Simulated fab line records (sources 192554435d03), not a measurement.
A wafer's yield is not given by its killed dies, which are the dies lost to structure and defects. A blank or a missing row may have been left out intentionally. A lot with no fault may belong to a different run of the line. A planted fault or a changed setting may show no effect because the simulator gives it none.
fab line records -- flow n5-finfet -- part 1 of 2: steps 1 to 17 of 22
record: lots: 5, wafers: 15, last-day: 16
route steps=1938 shown BEOL_M0_SAQP@655
lots that met no fault: taken from a fault-free run of the same line
start-h: the number of hours between the record's first day and the start of the first shown wafer of the lot -- wait-h: hours elapsed since this lot's preceding step -- " identical to the entry in the row above -- L1.1+2: one row covering several wafers at once -- - no value present, or no start provided -- * or withheld: withheld -- < > ~ a bound
route shown NAME@n: NAME is a module with steps in the file, n the number in the route of the first one -- usual: the fault-free wafers' mean and standard deviation -- same: alike in all rows -- chamber/n: place in a boat -- sites: the reading at each site -- _std_site: the values' standard deviation -- _edge_site: mean of outer sites minus mean of inner sites -- radius-mm: how far each site lies from the wafer's centre -- mask NAME#n: copy n -- behind: the most recent tool/chamber to have shaped the wafer -- hold: cause of the lot's hold/its duration in hours/its outcome -- device: transistor that didn't switch, given as n, p or np -- end of line: the tests these same wafers got at the end of their route -- step lacking rows: just its recipe -- killed: dies lost to structure and defects at the first sort, not the wafer's yield -- map: per-die view of a wafer (x killed, . not killed, _ where there is no die)
set.NAME: the setting that was run; set.NAME@STEP: the one run at that earlier step -- model.NAME: the simulator's own value behind a step, which no gauge read
lots at some steps of the route; a table a step, a row a wafer
services: a tool's chamber out of use, with start hour (start-h, from the record's first day; less than 0 if before it), hours out, and reason
== steps ==
step: N5_BEOL_M0_SAQP_STRIP_80
recipe: chemistry: N2/H2, temp-c: 40, n2-flow-sccm: 200, h2-flow-sccm: 200, rf-frequency-hz: 6e+07
lot.wafer,tool,chamber,start-h,wait-h
L082.3+4+5,rie-diel-06,"2,1,0",156.90,0.0
L085.2+4+6,rie-diel-06,"1,0,3",177.90,0.0
L088.2+4+5,rie-diel-05,"1,3,3",193.28,0.0
L092.1+3+6,rie-diel-06,"0,3,3",214.09,0.0
L095.2+4+6,rie-diel-02,"1,2,2",236.06,0.0
step: N5_BEOL_M0_SAQP_HM_OPEN_112
recipe: chemistry: CHF3/O2, target: SiO2, stop-on: a-Si, target-depth-a: 120, over-etch-frac: 1.25, mask-material: SOC, time-s: 13.5, pressure-mtorr: 30, source-w: 650, bias-w: 170, Ar_flow_sccm: 200, CHF3_flow_sccm: 50, O2_flow_sccm: 5, ion-energy-ev: 200, ends: end-point
usual: bias-w: 170.0/0.52, drypump-motor-current-A: 5.5/0.42, oes-product-au: 0.52/0.045, rf-vpp-V: 514/16, showerhead-plenum-p-Torr: 2.42/0.086, throttle-valve-pct: 18.73/0.15
lot.wafer,tool,chamber,start-h,wait-h,bias-w,drypump-motor-current-A,oes-product-au,rf-hours-counter-h,rf-vpp-V,showerhead-plenum-p-Torr,throttle-valve-pct
L082.3,rie-diel-06,2,156.91,0.0,169.8,5.4,0.53,84,509,2.53,18.63
L082.4,rie-diel-06,1,156.91,0.0,168.9,4.7,0.45,227,496,2.38,18.93
L082.5,rie-diel-06,0,156.91,0.0,170.3,5.7,0.63,-,530,2.46,18.57
L085.2,rie-diel-06,1,177.91,0.0,170.1,4.7,0.44,232,494,2.38,18.94
L085.4,rie-diel-06,0,177.91,0.0,170.4,5.7,0.62,14,530,2.46,18.57
L085.6,rie-diel-06,3,177.91,0.0,170.4,5.9,0.52,-,498,2.24,18.54
L088.2,rie-diel-05,1,193.29,0.0,170.3,5.8,0.57,43,509,2.48,18.92
L088.4,rie-diel-05,3,193.29,0.0,170.7,5.2,0.56,50,534,2.44,18.67
L088.5,rie-diel-05,3,193.29,0.0,170.1,5.2,0.55,-,532,2.44,18.66
L092.1,rie-diel-06,0,214.10,0.0,170.0,5.7,0.61,24,531,2.46,18.57
L092.3,rie-diel-06,3,214.10,0.0,170.2,5.9,0.51,150,498,2.23,18.57
L092.6,rie-diel-06,3,214.10,0.0,169.0,5.9,0.51,-,497,2.23,18.56
L095.2,rie-diel-02,1,236.07,0.0,170.2,6.0,0.50,163,496,2.32,18.62
L095.4,rie-diel-02,2,236.07,0.0,169.9,5.9,0.48,217,503,2.37,18.92
L095.6,rie-diel-02,2,236.07,0.0,169.8,5.9,0.47,-,503,2.37,18.92
step: N5_BEOL_M0_SAQP_STRIP_113
recipe: chemistry: CHF3/O2, resist: SiARC, rf-frequency-hz: 6e+07
lot.wafer,tool,chamber,start-h,wait-h
L082.3+4+5,rie-diel-06,"2,1,0",156.96,0.0
L085.2+4+6,rie-diel-06,"1,0,3",177.96,0.0
L088.2+4+5,rie-diel-05,"1,3,3",193.34,0.0
L092.1+3+6,rie-diel-06,"0,3,3",214.15,0.0
L095.2+4+6,rie-diel-02,"1,2,2",236.12,0.0
step: N5_BEOL_M0_SAQP_MANDREL_ETCH_20
recipe: target-depth-a: 600, chemistry: HBr/Cl2, target: a-Si, stop-on: SiNx, bt-time-s: 10, mask-material: SOC, over-etch-frac: 0.5, time-s: 30, pressure-mtorr: 10, icp-w: 800, bias-w: 75, HBr_flow_sccm: 150, Cl2_flow_sccm: 80, ends: end-point
usual: bias-w: 74.98/0.23, drypump-motor-current-A: 5.7/0.56, oes-product-au: 0.769/0.012, throttle-valve-pct: 35.5/0.55
lot.wafer,tool,chamber,start-h,wait-h,bias-w,drypump-motor-current-A,oes-product-au,rf-hours-counter-h,throttle-valve-pct
L082.3,rie-si-04,0,156.99,0.0,74.95,6.4,0.777,145,34.9
L082.4,rie-si-04,2,156.99,0.0,74.79,5.9,0.783,4,35.6
L082.5,rie-si-04,3,156.99,0.0,75.09,4.9,0.770,-,35.9
L085.2,rie-si-04,3,178.00,0.0,74.87,4.9,0.777,6,35.9
L085.4,rie-si-04,2,178.00,0.0,75.09,5.9,0.786,5,35.6
L085.6,rie-si-04,3,178.00,0.0,75.24,4.9,0.778,-,35.9
L088.2,rie-si-06,0,193.38,0.0,75.22,4.8,0.773,20,36.3
L088.4,rie-si-06,3,193.38,0.0,74.83,5.4,0.757,66,36.2
L088.5,rie-si-06,2,193.38,0.0,75.04,6.1,0.774,-,36.2
L092.1,rie-si-04,1,214.18,0.0,74.29,6.1,0.775,184,35.6
L092.3,rie-si-04,2,214.18,0.0,75.25,5.9,0.777,5,35.6
L092.6,rie-si-04,0,214.18,0.0,74.68,6.4,0.772,-,34.9
L095.2,rie-si-03,2,236.15,0.0,75.01,6.5,0.732,107,34.8
L095.4,rie-si-03,0,236.15,0.0,75.24,6.0,0.774,52,34.7
L095.6,rie-si-03,0,236.15,0.0,75.22,6.0,0.776,-,34.8
step: N5_BEOL_M0_SAQP_STRIP_86
recipe: chemistry: N2/H2, power-w: 500, temp-c: 40, pressure-mtorr: 50, rf-frequency-hz: 6e+07, overash-fraction: 0.3, bias-power-w: 28, h2-frac: 0.5, n2-flow-sccm: 300, h2-flow-sccm: 300
usual: drypump-motor-current-A: 5.5/0.43, n2-flow-sccm: 300.2/0.87, oes-product-au: 0.81/0.074, rf-vpp-V: 122.0/1.6, showerhead-plenum-p-Torr: 3.40/0.13, throttle-valve-pct: 18.9/0.43
lot.wafer,tool,chamber,start-h,wait-h,drypump-motor-current-A,n2-flow-sccm,oes-product-au,rf-hours-counter-h,rf-vpp-V,showerhead-plenum-p-Torr,throttle-valve-pct
L082.3,rie-diel-02,0,157.09,0.1,5.0,300.6,0.74,163,122.5,3.33,18.5
L082.4,rie-diel-02,3,157.09,0.1,5.5,300.0,0.74,142,123.7,3.52,19.6
L082.5,rie-diel-02,3,157.09,0.1,5.5,299.8,0.73,-,122.1,3.52,19.6
L085.2,rie-diel-05,3,178.11,0.1,5.2,300.2,0.85,45,122.6,3.44,19.1
L085.4,rie-diel-05,2,178.11,0.1,5.1,301.2,0.85,67,123.3,3.56,18.7
L085.6,rie-diel-05,2,178.11,0.1,5.1,299.7,0.84,-,124.8,3.56,18.7
L088.2,rie-diel-05,3,193.47,0.1,5.2,299.1,0.83,50,122.0,3.44,19.1
L088.4,rie-diel-05,2,193.47,0.1,5.1,300.4,0.83,71,124.1,3.56,18.7
L088.5,rie-diel-05,0,193.47,0.1,6.0,301.1,0.81,-,122.0,3.41,18.7
L092.1,rie-diel-02,2,214.28,0.1,5.9,299.9,0.71,210,122.3,3.31,18.9
L092.3,rie-diel-02,3,214.28,0.1,5.5,301.2,0.75,160,123.7,3.51,19.6
L092.6,rie-diel-02,2,214.28,0.1,5.9,299.1,0.71,-,122.7,3.31,18.9
L095.2,rie-diel-06,0,236.25,0.1,5.7,299.3,0.93,31,121.5,3.42,18.3
L095.4,rie-diel-06,2,236.25,0.1,5.4,298.9,0.82,108,123.2,3.52,18.9
L095.6,rie-diel-06,2,236.25,0.1,5.4,299.8,0.82,-,121.3,3.52,18.9
step: N5_BEOL_M0_SAQP_STRIP_115
recipe: chemistry: post-etch-residue-remover, time-s: 60, temp-c: 25, remover-ph: withheld, remover-water-wt-pct: withheld, remover-fluoride-wt-pct: withheld
lot.wafer,tool,chamber,start-h,wait-h
L082.3+4+5,wet-bench-01,"7,6,4",157.16,-
L085.2+4+6,wet-bench-05,"3,6,4",178.18,-
L088.2+4+5,wet-bench-05,"6,7,5",193.54,-
L092.1+3+6,wet-bench-01,"3,7,0",214.35,-
L095.2+4+6,wet-bench-06,"6,2,7",236.32,-
step: N5_BEOL_M0_SAQP_SRD_93
recipe: dry: ipa-marangoni, time-s: 30, temp-c: 23, rinse-liquid: diw
lot.wafer,tool,chamber,start-h,wait-h
L082.3+4+5,wet-bench-01,"7,6,4",157.18,0.0
L085.2+4+6,wet-bench-05,"3,6,4",178.20,0.0
L088.2+4+5,wet-bench-05,"6,7,5",193.56,0.0
L092.1+3+6,wet-bench-01,"3,7,0",214.37,0.0
L095.2+4+6,wet-bench-06,"6,2,7",236.34,0.0
step: N5_BEOL_M0_SAQP_RECESS_114
recipe: chemistry: HF/NH3, target: SiO2, target-depth-a: 144, afs-cycles: 3, temp-c: 30, sublimation-temp-c: 180, sublimation-time-s: 60
usual: drypump-motor-current-A: 5.2/0.33, sublimation-temp-c: 179.97/0.16
lot.wafer,tool,chamber,start-h,wait-h,drypump-motor-current-A,sublimation-temp-c
L082.3,vapor-etch-01,0,157.34,0.1,5.4,179.91
L082.4,vapor-etch-01,1,157.34,0.1,5.9,179.83
L082.5,vapor-etch-01,0,157.34,0.1,5.4,179.97
L085.2,vapor-etch-02,0,178.24,0.0,5.2,180.01
L085.4,vapor-etch-02,0,178.24,0.0,5.2,179.96
L085.6,vapor-etch-02,0,178.24,0.0,5.2,180.22
L088.2,vapor-etch-02,0,193.61,0.0,5.2,180.35
L088.4,vapor-etch-02,1,193.61,0.0,4.9,180.10
L088.5,vapor-etch-02,0,193.61,0.0,5.2,179.95
L092.1,vapor-etch-02,1,214.41,0.0,4.9,180.07
L092.3,vapor-etch-02,0,214.41,0.0,5.2,180.00
L092.6,vapor-etch-02,1,214.41,0.0,4.9,179.99
L095.2,vapor-etch-02,1,236.38,0.0,4.9,179.99
L095.4,vapor-etch-02,0,236.38,0.0,5.2,179.90
L095.6,vapor-etch-02,0,236.38,0.0,5.2,179.89
step: N5_BEOL_M0_SAQP_SPACER1_ALD_98
recipe: material: SiO2, target-thk-a: 128, temp-c: 300, ald-precursor-family: BDEAS, ald-co-reactant: O2-plasma, pulse-time-s: 1, purge-time-s: 2, co-reactant-purge-time-s: 2, ald-cycles: 138, pressure-torr: 2
usual: chamber-pressure-Torr: 2.000/0.0046, heater-power-w: 466/44, precursor-pulse-height-rel: 0.999/0.021
lot.wafer,tool,chamber,start-h,wait-h,chamber-pressure-Torr,heater-power-w,precursor-pulse-height-rel
L082.3,ald-sin-01,1,157.61,0.1,2.011,420,0.997
L082.4,ald-sin-01,3,157.61,0.1,2.000,438,1.020
L082.5,ald-sin-01,1,157.61,0.1,2.006,429,0.979
L085.2,ald-sin-03,1,179.00,0.6,2.010,447,1.029
L085.4,ald-sin-03,0,179.00,0.6,1.996,434,0.993
L085.6,ald-sin-03,3,179.00,0.6,2.000,528,0.937
L088.2,ald-sin-03,0,193.99,0.3,1.999,449,1.013
L088.4,ald-sin-03,2,193.99,0.3,1.999,435,1.011
L088.5,ald-sin-03,2,193.99,0.3,1.997,445,1.014
L092.1,ald-sin-02,0,214.80,0.3,2.003,430,1.006
L092.3,ald-sin-02,2,214.80,0.3,1.999,440,0.978
L092.6,ald-sin-02,1,214.80,0.3,1.994,519,0.982
L095.2,ald-sin-02,2,236.78,0.3,2.004,432,1.022
L095.4,ald-sin-02,3,236.78,0.3,2.004,389,0.993
L095.6,ald-sin-02,1,236.78,0.3,2.004,529,0.970
step: N5_BEOL_M0_SAQP_SPACER1_ETCHBACK_99
recipe: chemistry: CHF3/O2, mode: anisotropic-etchback, target: SiO2, target-depth-a: 154, time-s: 7.7, pressure-mtorr: 30, source-w: 650, bias-w: 170, Ar_flow_sccm: 200, CHF3_flow_sccm: 50, O2_flow_sccm: 5, ion-energy-ev: 200
usual: bias-w: 170.1/0.51, drypump-motor-current-A: 5.5/0.41, oes-product-au: 0.79/0.065, rf-vpp-V: 515/17, showerhead-plenum-p-Torr: 2.43/0.077, throttle-valve-pct: 18.82/0.14
lot.wafer,tool,chamber,start-h,wait-h,bias-w,drypump-motor-current-A,oes-product-au,rf-hours-counter-h,rf-vpp-V,showerhead-plenum-p-Torr,throttle-valve-pct
L082.3,rie-diel-02,0,158.08,0.3,170.4,5.1,0.74,163,540,2.42,18.97
L082.4,rie-diel-02,3,158.08,0.3,169.8,5.5,0.75,142,508,2.51,18.90
L082.5,rie-diel-02,1,158.08,0.3,169.6,6.0,0.79,-,495,2.33,18.66
L085.2,rie-diel-02,2,179.65,0.4,170.5,5.9,0.71,201,503,2.37,18.94
L085.4,rie-diel-02,3,179.65,0.4,169.8,5.5,0.73,149,507,2.51,18.92
L085.6,rie-diel-02,0,179.65,0.4,170.0,5.1,0.74,-,542,2.42,18.98
L088.2,rie-diel-02,2,194.47,0.3,169.8,5.9,0.71,205,502,2.37,18.96
L088.4,rie-diel-02,3,194.47,0.3,170.1,5.5,0.74,154,506,2.51,18.93
L088.5,rie-diel-02,2,194.47,0.3,170.2,5.9,0.71,-,502,2.37,18.98
L092.1,rie-diel-02,3,215.29,0.3,170.6,5.5,0.73,160,508,2.51,18.94
L092.3,rie-diel-02,1,215.29,0.3,169.4,6.0,0.76,157,496,2.32,18.69
L092.6,rie-diel-02,1,215.29,0.3,169.3,6.0,0.76,-,495,2.32,18.69
L095.2,rie-diel-05,0,237.26,0.3,170.6,6.0,0.81,86,528,2.42,18.77
L095.4,rie-diel-05,3,237.26,0.3,169.4,5.2,0.83,63,535,2.44,18.73
L095.6,rie-diel-05,2,237.26,0.3,170.3,5.1,0.82,-,535,2.52,18.71
step: N5_BEOL_M0_SAQP_MANDREL1_REMOVE_100
recipe: chemistry: HBr/Cl2/O2, bt-time-s: 10, target: a-Si, stop-on: SiNx, endpoint: OES-SiCl, over-etch-frac: 0.85, icp-w: 600, bias-w: 30, HBr_flow_sccm: 150, Cl2_flow_sccm: 80, O2_flow_sccm: 5, pressure-mtorr: 10
usual: bias-w: 30.00/0.086, drypump-motor-current-A: 5.8/0.54, oes-product-au: 0.995/0.015, throttle-valve-pct: 36.8/0.53
lot.wafer,tool,chamber,start-h,wait-h,bias-w,drypump-motor-current-A,oes-product-au,rf-hours-counter-h,throttle-valve-pct
L082.3,rie-si-06,3,158.17,0.1,29.98,5.3,0.984,66,37.5
L082.4,rie-si-06,2,158.17,0.1,29.95,6.1,0.997,74,37.5
L082.5,rie-si-06,0,158.17,0.1,30.01,4.8,0.968,-,37.6
L085.2,rie-si-03,3,179.74,0.1,29.83,5.1,1.016,57,36.2
L085.4,rie-si-03,2,179.74,0.1,29.95,6.5,0.984,106,36.0
L085.6,rie-si-03,1,179.74,0.1,29.97,5.6,0.973,-,37.0
L088.2,rie-si-04,3,194.55,0.1,29.95,4.9,0.996,7,37.2
L088.4,rie-si-04,0,194.55,0.1,30.00,6.4,0.991,146,36.2
L088.5,rie-si-04,2,194.55,0.1,30.11,5.9,1.011,-,36.9
L092.1,rie-si-03,1,215.38,0.1,30.10,5.6,0.972,10,37.0
L092.3,rie-si-03,0,215.38,0.1,29.90,5.9,1.006,52,36.0
L092.6,rie-si-03,1,215.38,0.1,29.98,5.6,0.960,-,37.0
L095.2,rie-si-06,3,237.35,0.1,30.14,5.3,0.981,67,37.5
L095.4,rie-si-06,0,237.35,0.1,30.07,4.8,0.975,21,37.6
L095.6,rie-si-06,1,237.35,0.1,29.95,5.9,1.010,-,36.6
step: N5_BEOL_M0_SAQP_CD_MEAS_25
recipe: target-cd-nm: 13.1, landing-energy-ev: 1000, detector: se-inlens
usual: cd-nm: 12.75/0.24
lot.wafer,tool,chamber,start-h,wait-h,cd-nm
L082.3,cd-sem-02,0,158.28,0.1,12.72
L082.4,cd-sem-02,0,158.28,0.1,13.00
L082.5,cd-sem-02,0,158.28,0.1,12.92
L085.2,cd-sem-01,0,179.85,0.1,12.74
L085.4,cd-sem-01,0,179.85,0.1,12.78
L085.6,cd-sem-01,0,179.85,0.1,12.74
L088.2,cd-sem-01,0,194.66,0.1,12.54
L088.4,cd-sem-01,0,194.66,0.1,12.46
L088.5,cd-sem-01,0,194.66,0.1,13.23
L092.1,cd-sem-01,0,215.49,0.1,12.80
L092.3,cd-sem-01,0,215.49,0.1,12.48
L092.6,cd-sem-01,0,215.49,0.1,12.77
L095.2,cd-sem-01,0,237.46,0.1,12.32
L095.4,cd-sem-01,0,237.46,0.1,12.74
L095.6,cd-sem-01,0,237.46,0.1,12.50
step: N5_BEOL_M0_SAQP_ETCH_101
recipe: chemistry: CH3F/O2, target: SiNx, mask-material: SiO2, target-depth-a: 299, time-s: 42.7, pressure-mtorr: 30, source-w: 395, bias-w: 73, Ar_flow_sccm: 150, CH3F_flow_sccm: 30, O2_flow_sccm: 20, ion-energy-ev: 120
usual: bias-w: 73.01/0.21, drypump-motor-current-A: 5.5/0.43, oes-product-au: 0.79/0.078, rf-vpp-V: 291/9.2, showerhead-plenum-p-Torr: 2.01/0.074, throttle-valve-pct: 16.28/0.16
lot.wafer,tool,chamber,start-h,wait-h,bias-w,drypump-motor-current-A,oes-product-au,rf-hours-counter-h,rf-vpp-V,showerhead-plenum-p-Torr,throttle-valve-pct
L082.3,rie-diel-06,0,158.32,0.0,73.06,5.6,0.96,9,300,2.04,16.05
L082.4,rie-diel-06,3,158.32,0.0,72.99,5.9,0.80,133,283,1.85,16.08
L082.5,rie-diel-06,0,158.32,0.0,73.18,5.6,0.96,-,301,2.04,16.05
L085.2,rie-diel-02,0,179.89,0.0,73.14,5.1,0.74,171,307,2.01,16.42
L085.4,rie-diel-02,2,179.89,0.0,72.71,5.9,0.71,201,285,1.97,16.48
L085.6,rie-diel-02,3,179.89,0.0,73.01,5.5,0.73,-,288,2.08,16.37
L088.2,rie-diel-02,1,194.70,0.0,73.02,6.0,0.78,151,282,1.93,16.15
L088.4,rie-diel-02,0,194.70,0.0,73.24,5.0,0.73,175,307,2.01,16.43
L088.5,rie-diel-02,3,194.70,0.0,73.31,5.5,0.73,-,287,2.08,16.36
L092.1,rie-diel-06,0,215.53,0.0,72.93,5.7,0.92,25,300,2.04,16.09
L092.3,rie-diel-06,3,215.53,0.0,72.44,5.9,0.78,150,281,1.85,16.09
L092.6,rie-diel-06,2,215.53,0.0,73.21,5.4,0.83,-,291,2.10,16.22
L095.2,rie-diel-02,1,237.50,0.0,72.60,6.0,0.76,164,280,1.92,16.18
L095.4,rie-diel-02,3,237.50,0.0,73.41,5.5,0.73,166,287,2.08,16.40
L095.6,rie-diel-02,1,237.50,0.0,72.98,6.0,0.76,-,281,1.92,16.18
step: N5_BEOL_M0_SAQP_ETCH_102
recipe: chemistry: CF4, target: SiO2, target-depth-a: 40, ion-energy-ev: 350, time-s: 4.4, pressure-mtorr: 10, icp-w: 800, bias-w: 400, cf4-flow-sccm: 80
usual: bias-w: 400.2/1.2, drypump-motor-current-A: 5.7/0.55, oes-product-au: 0.991/0.026, throttle-valve-pct: 21.7/0.32
lot.wafer,tool,chamber,start-h,wait-h,bias-w,drypump-motor-current-A,oes-product-au,rf-hours-counter-h,throttle-valve-pct
L082.3,rie-si-03,1,158.42,0.1,399.9,5.6,0.950,9,21.7
L082.4,rie-si-03,3,158.42,0.1,399.6,5.1,0.985,-,21.3
L082.5,rie-si-03,2,158.42,0.1,399.4,6.6,0.972,-,21.4
L085.2,rie-si-06,1,179.99,0.1,399.7,5.9,1.005,122,21.6
L085.4,rie-si-06,0,179.99,0.1,402.1,4.8,0.958,20,22.1
L085.6,rie-si-06,2,179.99,0.1,399.4,6.1,1.006,-,22.0
L088.2,rie-si-03,2,194.81,0.1,399.0,6.4,0.969,107,21.4
L088.4,rie-si-03,1,194.81,0.1,398.4,5.6,0.946,10,21.7
L088.5,rie-si-03,0,194.81,0.1,400.0,5.9,1.027,-,21.2
L092.1,rie-si-06,0,215.64,0.1,399.3,4.8,0.973,21,22.1
L092.3,rie-si-06,1,215.64,0.1,400.0,5.9,0.990,123,21.6
L092.6,rie-si-06,1,215.64,0.1,400.9,5.8,0.997,-,21.6
L095.2,rie-si-04,1,237.61,0.1,401.2,6.1,1.042,184,22.0
L095.4,rie-si-04,0,237.61,0.1,399.5,6.4,1.008,146,21.6
L095.6,rie-si-04,1,237.61,0.1,398.6,6.1,1.032,-,22.0
step: N5_BEOL_M0_SAQP_MANDREL_ETCH_103
recipe: chemistry: HBr/Cl2, target: a-Si, target-depth-a: 450, bt-time-s: 10, stop-on: SiCN, mask-material: SiO2, over-etch-frac: 0.8, time-s: 27, pressure-mtorr: 10, icp-w: 800, bias-w: 75, HBr_flow_sccm: 150, Cl2_flow_sccm: 80, ends: end-point
usual: bias-w: 74.99/0.21, drypump-motor-current-A: 5.7/0.54, oes-product-au: 0.679/0.011, throttle-valve-pct: 35.4/0.56
lot.wafer,tool,chamber,start-h,wait-h,bias-w,drypump-motor-current-A,oes-product-au,rf-hours-counter-h,throttle-valve-pct
L082.3,rie-si-03,1,158.46,0.0,74.56,5.6,0.663,9,35.7
L082.4,rie-si-03,3,158.46,0.0,75.27,5.0,0.695,-,34.9
L082.5,rie-si-03,2,158.46,0.0,74.67,6.5,0.665,-,34.7
L085.2,rie-si-06,1,180.02,0.0,74.84,5.9,0.693,122,35.3
L085.4,rie-si-06,0,180.02,0.0,75.03,4.8,0.674,20,36.3
L085.6,rie-si-06,2,180.02,0.0,74.98,6.0,0.682,-,36.2
L088.2,rie-si-03,2,194.84,0.0,75.21,6.5,0.656,107,34.8
L088.4,rie-si-03,1,194.84,0.0,75.11,5.6,0.665,10,35.7
L088.5,rie-si-03,0,194.84,0.0,75.03,5.9,0.683,-,34.7
L092.1,rie-si-06,0,215.67,0.0,75.18,4.8,0.680,21,36.3
L092.3,rie-si-06,1,215.67,0.0,75.11,5.9,0.671,123,35.3
L092.6,rie-si-06,1,215.67,0.0,74.99,5.9,0.679,-,35.3
L095.2,rie-si-04,1,237.64,0.0,75.19,6.1,0.681,184,35.6
L095.4,rie-si-04,0,237.64,0.0,75.28,6.4,0.683,146,34.9
L095.6,rie-si-04,1,237.64,0.0,74.78,6.1,0.685,-,35.6
step: N5_BEOL_M0_SAQP_RECESS_104
recipe: chemistry: HF/NH3, target: SiO2, target-depth-a: 180, afs-cycles: 3, temp-c: 30, sublimation-temp-c: 180, sublimation-time-s: 60
usual: drypump-motor-current-A: 5.3/0.37, sublimation-temp-c: 180.02/0.16
lot.wafer,tool,chamber,start-h,wait-h,drypump-motor-current-A,sublimation-temp-c
L082.3,vapor-etch-01,0,158.66,0.2,5.4,180.07
L082.4,vapor-etch-01,1,158.66,0.2,6.0,180.04
L082.5,vapor-etch-01,1,158.66,0.2,6.0,180.24
L085.2,vapor-etch-02,1,180.22,0.2,4.9,180.26
L085.4,vapor-etch-02,0,180.22,0.2,5.2,179.89
L085.6,vapor-etch-02,1,180.22,0.2,4.9,180.07
L088.2,vapor-etch-02,0,194.92,0.1,5.2,180.12
L088.4,vapor-etch-02,0,194.92,0.1,5.2,180.22
L088.5,vapor-etch-02,0,194.92,0.1,5.2,180.01
L092.1,vapor-etch-02,1,215.75,0.1,4.9,180.04
L092.3,vapor-etch-02,0,215.75,0.1,5.2,179.87
L092.6,vapor-etch-02,0,215.75,0.1,5.2,179.87
L095.2,vapor-etch-01,1,237.72,0.1,5.9,180.14
L095.4,vapor-etch-01,1,237.72,0.1,6.0,179.83
L095.6,vapor-etch-01,1,237.72,0.1,5.9,179.95
step: N5_BEOL_M0_SAQP_COAT_105
recipe: resist: SOC, temp-c: 250, time-s: 60, spin-rpm: 1500, resist-thk-nm: 100
lot.wafer,tool,chamber,start-h,wait-h
L082.3+4+5,litho-track-02,0,158.93,0.2
L085.2+4+6,litho-track-05,0,180.61,0.3
L088.2+4+5,litho-track-05,0,195.31,0.3
L092.1+3+6,litho-track-02,0,216.13,0.3
L095.2+4+6,litho-track-05,0,238.11,0.3
